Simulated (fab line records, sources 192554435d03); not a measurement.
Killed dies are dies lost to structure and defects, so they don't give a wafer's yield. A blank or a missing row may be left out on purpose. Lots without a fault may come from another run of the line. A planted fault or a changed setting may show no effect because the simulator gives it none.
fab line records | flow n5_finfet | part 2 of 2: steps 23 to 28 of 28
record lots=5 wafers=15 last_day=16
route steps=1938 shown BEOL_M1@769
lots that met no fault: from a run of the same line without faults
start_h: hours from the record's first day to the start of the lot's first wafer shown | wait_h: hours since the lot's step before | " the same as in the row above | L1.1+2: a row that stands for several wafers | - no value, or no start given | * or withheld: withheld | < > ~ a bound
route shown NAME@n: a module of which the file shows steps, and the number in the route of the first | usual: mean/standard deviation of fault-free wafers | same: alike in all rows | chamber/n: place in a boat | sites: the reading at each site | _std_site: their standard deviation | _edge_site: outer sites' mean less inner sites' | radius_mm: how far each site lies from the wafer's centre | mask NAME#n: copy n | behind: the tool/chamber that last shaped the wafer | hold: why the lot was held/for how many hours/how that ended | device: the transistor (n, p or np) that didn't switch | end of line: the same wafers' tests at the end of the route | a step without rows: its recipe alone | killed: dies lost to structure and defects at the first sort, not the wafer's yield | map: a wafer's dies, x killed, . not, _ none there
set.NAME: the setting as run; set.NAME@STEP: as run at that earlier step | model.NAME: the simulator's own value behind a step, which no gauge read
lots at some steps of the route; a table a step, a row a wafer
services: from which hour (start_h, from the record's first day; less than 0 if before it) a tool's chamber was out of use, for how many hours, and why
## steps
# step N5_BEOL_M1_ETCH_69
# recipe chemistry=CF4 target=SiARC target_depth_a=156 mask_material=CAR-EUV time_s=26 ion_energy_ev=80 pressure_mtorr=40 source_w=545 bias_w=36 Ar_flow_sccm=100 cf4_flow_sccm=100 ends=cleared
# usual drypump_motor_current_A=5.6/0.41 etch_rf_on_time_s=25.8/0.59 oes_product_au=0.70/0.058 rf_vpp_V=184.2/0.93 showerhead_plenum_p_Torr=2.16/0.045 throttle_valve_pct=15.65/0.26
# columns lot.wafer tool chamber start_h wait_h drypump_motor_current_A etch_rf_on_time_s oes_product_au rf_hours_counter_h rf_vpp_V showerhead_plenum_p_Torr throttle_valve_pct
L074.1 rie_diel-04 3 125.58 0.0 5.4 25.7 0.80 12 185.9 2.18 15.31
L074.4 " 0 " " 5.4 24.9 0.69 110 183.3 2.07 15.50
L074.6 " 3 " " 5.4 25.7 0.81 - 184.7 2.19 15.30
L075.1 rie_diel-05 1 129.34 0.0 5.8 25.9 0.75 27 183.3 2.11 15.39
L075.2 " 0 " " 5.0 26.1 0.70 111 183.9 2.15 15.90
L075.5 " 1 " " 5.8 26.0 0.75 - 183.3 2.11 15.38
L079.2 rie_diel-05 1 157.60 0.0 5.8 26.3 0.74 35 183.0 2.11 15.40
L079.3 " 3 " " 5.9 27.2 0.63 163 184.2 2.23 15.98
L079.5 " 0 " " 5.0 26.5 0.68 - 183.2 2.15 15.92
L083.1 rie_diel-05 0 185.71 0.0 5.0 26.1 0.68 126 183.4 2.15 15.93
L083.2 " 2 " " 5.9 25.7 0.68 102 184.6 2.16 15.64
L083.4 " 1 " " 5.8 25.9 0.74 42 185.7 2.11 15.42
L092.4 rie_diel-04 2 232.46 0.0 5.3 25.2 0.79 19 184.5 2.19 15.29
L092.5 " 3 " " 5.4 25.6 0.74 - 184.4 2.17 15.36
L092.6 " 2 " " 5.2 25.3 0.78 - 184.3 2.19 15.25
# step N5_BEOL_M1_ALD_98
# recipe material=SiO2 target_thk_a=25 temp_c=100 ald_precursor_family=BDEAS ald_co_reactant=O2-plasma pulse_time_s=1 co_reactant_pulse_time_s=1 purge_time_s=2 co_reactant_purge_time_s=2 ald_cycles=17 pressure_torr=2
# usual chamber_pressure_Torr=1.999/0.0044 heater_power_w=80/8.6 precursor_pulse_height_rel=1.002/0.021 susceptor_temp_C=100.00/0.13
# same purge_time_s=2
# columns lot.wafer tool chamber start_h wait_h chamber_pressure_Torr heater_power_w precursor_pulse_height_rel susceptor_temp_C
L074.1 ald_sin-03 2 125.66 0.1 1.998 62 1.001 99.92
L074.4 " 3 " " 2.000 89 1.029 100.23
L074.6 " 3 " " 2.005 89 1.031 100.18
L075.1 ald_sin-03 0 129.42 0.1 1.997 81 1.071 99.98
L075.2 " 3 " " 2.000 88 1.043 99.80
L075.5 " 1 " " 1.999 88 1.034 100.08
L079.2 ald_sin-03 2 158.78 1.1 1.997 64 1.010 100.04
L079.3 " 1 " " 2.000 86 0.981 100.06
L079.5 " 2 " " 1.992 61 1.003 100.13
L083.1 ald_sin-04 0 186.27 0.5 1.999 77 1.025 100.00
L083.2 " 3 " " 2.001 84 1.012 99.89
L083.4 " 2 " " 2.001 88 1.010 99.88
L092.4 ald_sin-03 3 232.55 0.1 1.995 90 0.960 99.80
L092.5 " 0 " " 2.002 80 0.970 99.99
L092.6 " 3 " " 2.001 88 1.031 99.93
# step N5_BEOL_M1_ETCHBACK_99
# recipe chemistry=CHF3 target=SiO2 target_depth_a=50 time_s=10.4 source_w=215 bias_w=47 Ar_flow_sccm=200 CHF3_flow_sccm=12 ion_energy_ev=100 pressure_mtorr=30
# usual drypump_motor_current_A=5.7/0.42 oes_product_au=0.79/0.078 rf_vpp_V=240/4.9 showerhead_plenum_p_Torr=2.16/0.06 throttle_valve_pct=17.23/0.27
# columns lot.wafer tool chamber start_h wait_h drypump_motor_current_A oes_product_au rf_hours_counter_h rf_vpp_V showerhead_plenum_p_Torr throttle_valve_pct
L074.1 rie_diel-04 1 127.11 1.4 6.4 0.91 24 241 2.18 17.01
L074.4 " 3 " " 5.4 0.94 12 243 2.20 16.77
L074.6 " 3 " " 5.4 0.93 - 243 2.20 16.77
L075.1 rie_diel-05 2 130.58 1.1 6.0 0.82 86 233 2.18 17.11
L075.2 " 3 " " 5.8 0.76 155 245 2.26 17.53
L075.5 " 3 " " 5.8 0.75 - 247 2.26 17.51
L079.2 rie_diel-05 0 159.52 0.7 5.0 0.81 120 233 2.18 17.48
L079.3 " 3 " " 5.8 0.74 163 246 2.26 17.54
L079.5 " 0 " " 5.0 0.81 - 233 2.17 17.50
L083.1 rie_diel-05 0 186.38 0.1 4.9 0.79 127 233 2.17 17.51
L083.2 " 1 " " 5.8 0.86 42 243 2.12 16.93
L083.4 " 3 " " 5.8 0.74 171 246 2.26 17.54
L092.4 rie_diel-02 2 233.64 1.0 5.9 0.73 - 245 2.16 17.45
L092.5 " 2 " " 5.9 0.73 - 243 2.16 17.47
L092.6 " 3 " " 5.7 0.68 - 244 2.10 17.39
# step N5_BEOL_M1_ETCH_70
# recipe chemistry=N2/H2 target=SOC target_depth_a=800 overetch_a=160 mask_material=SiARC temp_c=40 time_s=120 ion_energy_ev=200 pressure_mtorr=30 source_w=840 bias_w=150 n2_flow_sccm=200 h2_flow_sccm=200
# usual drypump_motor_current_A=5.7/0.42 h2_flow_sccm=200.0/0.58 n2_flow_sccm=200.0/0.6 oes_product_au=0.60/0.056 rf_vpp_V=524.2/2.1 showerhead_plenum_p_Torr=2.55/0.064 throttle_valve_pct=18.0/0.31
# columns lot.wafer tool chamber start_h wait_h drypump_motor_current_A h2_flow_sccm n2_flow_sccm oes_product_au rf_hours_counter_h rf_vpp_V showerhead_plenum_p_Torr throttle_valve_pct
L074.1 rie_diel-04 1 127.14 0.0 6.4 200.8 200.0 0.69 24 527.0 2.57 17.7
L074.4 " 3 " " 5.4 199.7 199.7 0.72 12 526.4 2.60 17.6
L074.6 " 3 " " 5.4 200.2 199.6 0.72 - 526.4 2.60 17.6
L075.1 rie_diel-05 2 130.62 0.0 5.9 199.6 199.0 0.62 86 525.0 2.56 17.8
L075.2 " 3 " " 5.8 199.8 199.8 0.58 155 527.6 2.65 18.3
L075.5 " 3 " " 5.9 199.7 200.1 0.59 - 527.3 2.65 18.3
L079.2 rie_diel-05 0 159.56 0.0 5.0 199.5 200.5 0.62 120 524.1 2.56 18.3
L079.3 " 3 " " 5.9 200.8 201.8 0.58 163 526.7 2.65 18.3
L079.5 " 0 " " 5.0 199.5 200.5 0.62 - 522.7 2.56 18.2
L083.1 rie_diel-05 0 186.42 0.0 5.0 201.0 200.1 0.62 127 523.7 2.56 18.3
L083.2 " 1 " " 5.8 199.9 199.6 0.65 42 521.4 2.47 17.5
L083.4 " 3 " " 5.8 198.8 200.1 0.57 171 526.8 2.64 18.3
L092.4 rie_diel-02 2 233.72 0.1 6.0 200.0 199.1 0.57 - 522.8 2.55 18.3
L092.5 " 2 " " 5.9 199.5 200.0 0.57 - 524.6 2.55 18.3
L092.6 " 3 " " 5.7 199.8 200.0 0.51 - 521.8 2.51 18.4
# step N5_BEOL_M1_STRIP_71
# recipe chemistry=N2/H2 temp_c=40 n2_flow_sccm=200 h2_flow_sccm=200 rf_frequency_hz=6e+07
# columns lot.wafer tool chamber start_h wait_h
L074.1+4+6 rie_diel-04 1,3,3 127.23 0.0
L075.1+2+5 rie_diel-05 2,3,3 130.70 0.0
L079.2+3+5 rie_diel-05 0,3,0 159.64 0.0
L083.1+2+4 rie_diel-05 0,1,3 186.50 0.0
L092.4+5+6 rie_diel-02 2,2,3 233.80 0.0
# step N5_BEOL_M1_STRIP_78
# recipe chemistry=N2/H2 temp_c=40 n2_flow_sccm=200 h2_flow_sccm=200 rf_frequency_hz=6e+07
# columns lot.wafer tool chamber start_h wait_h
L074.1+4+6 rie_diel-04 1,3,3 127.24 0.0
L075.1+2+5 rie_diel-05 2,3,3 130.71 0.0
L079.2+3+5 rie_diel-05 0,3,0 159.65 0.0
L083.1+2+4 rie_diel-05 0,1,3 186.51 0.0
L092.4+5+6 rie_diel-02 2,2,3 233.82 0.0
## services
# columns tool chamber start_h hours kind
euv_scanner-01 - 104.80 0.5 repair
ald_sin-03 - 120.12 2.8 pm
euv_scanner-02 - 128.44 1.0 pm
euv_scanner-02 - 137.45 4.6 pm
euv_scanner-01 - 142.05 1.0 pm
rie_diel-04 2 157.48 - clean
rie_diel-04 2 157.48 - consumable_replace:focus_ring
rie_diel-04 2 157.48 18.5 scheduled_down
rie_diel-04 2 157.48 18.5 vent_cycle
ald_sin-04 3 157.58 8.0 repair
ald_sin-04 - 166.81 0.6 repair
rie_metal-02 - 174.61 14.6 pm
euv_scanner-02 - 184.59 1.0 pm
euv_scanner-01 - 185.66 1.2 repair
litho_track-02 - 187.17 - consumable_replace:filter
rie_diel-05 1 190.32 5.2 repair
euv_scanner-02 0 191.09 - calibration
euv_scanner-01 - 197.07 1.0 pm
rie_metal-03 - 197.99 2.8 pm
ald_sin-04 2 215.27 2.6 repair
ald_sin-04 - 215.98 0.7 repair
ald_sin-03 - 225.07 0.7 repair
euv_scanner-01 0 233.09 - calibration
rie_diel-05 2 233.75 3.4 repair
